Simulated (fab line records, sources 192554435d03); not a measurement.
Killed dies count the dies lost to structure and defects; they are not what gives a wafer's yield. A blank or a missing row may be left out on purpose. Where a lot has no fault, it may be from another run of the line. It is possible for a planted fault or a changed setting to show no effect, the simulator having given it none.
A struck lot beside a sound one | flow n5_finfet | 15 steps out of a route of 1938
Sound: wafers L754.1, L754.3, L754.4. Wafers L746.2, L746.3, L746.5 were the ones struck. Last of all comes the cause.
For every step that has rows: the tool of each side, followed by ch and its chambers, followed by its first start. Under that, the readings that differ: sound wafers | struck wafers | difference of the means | sigmas: that difference in standard deviations of wafers without a fault.
alike: a reading whose means differ by less than 2 such deviations, as well as words and numbers matching on both sides. not compared: withheld readings; readings where some wafer has no value; bounds like >300 that might hide an equal value; numbers whose values overlap and for which the record gives no deviation.
The two part at a step that has a row with sigmas, a row that says differs or no value, or rows on one side only. Numbers that have no deviation but don't overlap get no sigmas and don't part them. A reading that every wafer of one side lacks parts them only if that side has two wafers or more.

first, 7 steps without rows for these wafers: N5_BEOL_M8_COAT_60 (time 60 s, resist thk 35 nm); N5_BEOL_M8_COAT_05 (resist thk 90 nm); N5_BEOL_M8_EBR_07; N5_BEOL_M8_SOFTBAKE_06 (time 60 s); N5_BEOL_M8_EXPOSE_08 (exposes mask M8); N5_BEOL_M8_PEB_09 (peb time 60 s); N5_BEOL_M8_DEVELOP_10 (develop time 30 s).
N5_BEOL_M8_CD_MEAS_11: the cd target is 38.5 nm.
  sound on cd_sem-01 ch 0, day 13 05:57; struck on cd_sem-02 ch 0, day 11 06:07
  alike: cd_nm
N5_BEOL_M8_OVL_MEAS_12:
  sound on overlay-02 ch 0, day 13 05:59; struck on overlay-02 ch 0, day 11 06:09
  alike: M8_OVL
N5_BEOL_M8_INSPECT_13: inspects for defects (brightfield).
  sound on defect_inspect-02, day 13 06:01; struck on defect_inspect-02, day 11 06:10
  alike: raw_defect_count
N5_BEOL_M8_DESCUM_16: chemistry O2, time 7.9 s.
  sound on rie_diel-06 ch 1,2,3, day 13 06:02; struck on rie_diel-02 ch 0,1,2, day 11 06:18
  alike: drypump_motor_current_A, oes_product_au, rf_fwd_power_W, rf_vpp_V, showerhead_plenum_p_Torr, throttle_valve_pct
  not compared: rf_hours_counter_h
N5_BEOL_M8_ETCH_61: etches SiARC in CF4, target depth 45.5 nm, time 75.8 s.
  sound on rie_diel-06 ch 1,2,3, day 13 06:04; struck on rie_diel-02 ch 0,1,2, day 11 06:20
  alike: bias_w, drypump_motor_current_A, etch_rf_on_time_s, oes_product_au, rf_fwd_power_W, rf_vpp_V, showerhead_plenum_p_Torr, throttle_valve_pct
  not compared: rf_hours_counter_h
N5_BEOL_M8_ETCH_62: etches SOC in N2/H2, target depth 110 nm, overetch 22 nm, time 165 s.
  sound on rie_diel-06 ch 1,2,3, day 13 06:08; struck on rie_diel-02 ch 0,1,2, day 11 06:23
  reading                                    | sound             | struck            | difference | sigmas
  bias_w (W)                                 | 150.2 150.5 150.3 | 161.7 161.8 161.5 | +11.3      | +26
  rf_vpp_V (V)                               | 520.5 522.5 525.7 | 550.2 546.2 554.2 | +27.3      | +10
  model.SiARC_of_BEOL_M8_COAT_60.thk_nm (nm) | 28 27.8 28.6      | 27.4 27.6 27.4    | -0.7       |
  alike: drypump_motor_current_A, oes_product_au, rf_fwd_power_W, showerhead_plenum_p_Torr, throttle_valve_pct
  not compared: rf_hours_counter_h
then, 1 step without rows for these wafers: N5_BEOL_M8_STRIP_68 (strips in N2/H2).
-- a jump in the record: the struck wafers' starts before and after are 3 days apart (it breaks off in module BEOL_M8 and resumes in module PASSIVATION, where the first step shown is number 1936 of the route) --
N5_PASSIVATION_PROBE_49:
  sound on prober-02, day 16 08:13; struck on prober-02, day 13 19:57
  alike: defect_limited_yield, killed_at_M0_to_M3, killed_at_M4_up, killed_at_contacts, killed_at_front_end, killed_at_other, killed_dies, killed_open, killed_short, sort_bin_4_leakage, sort_bin_5_function, sort_bin_6_memory, sort_bin_8_speed, sort_n_pass, sort_yield_pct

## WHERE THEY PART
Within this record, at N5_BEOL_M8_ETCH_62 only. Later steps at which nothing parts them and some readings are alike: N5_PASSIVATION_PROBE_49.

WHY: the cause the simulator had injected
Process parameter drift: rie_diel-02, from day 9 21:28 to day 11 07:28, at N5_BEOL_M8_ETCH_62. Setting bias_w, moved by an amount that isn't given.
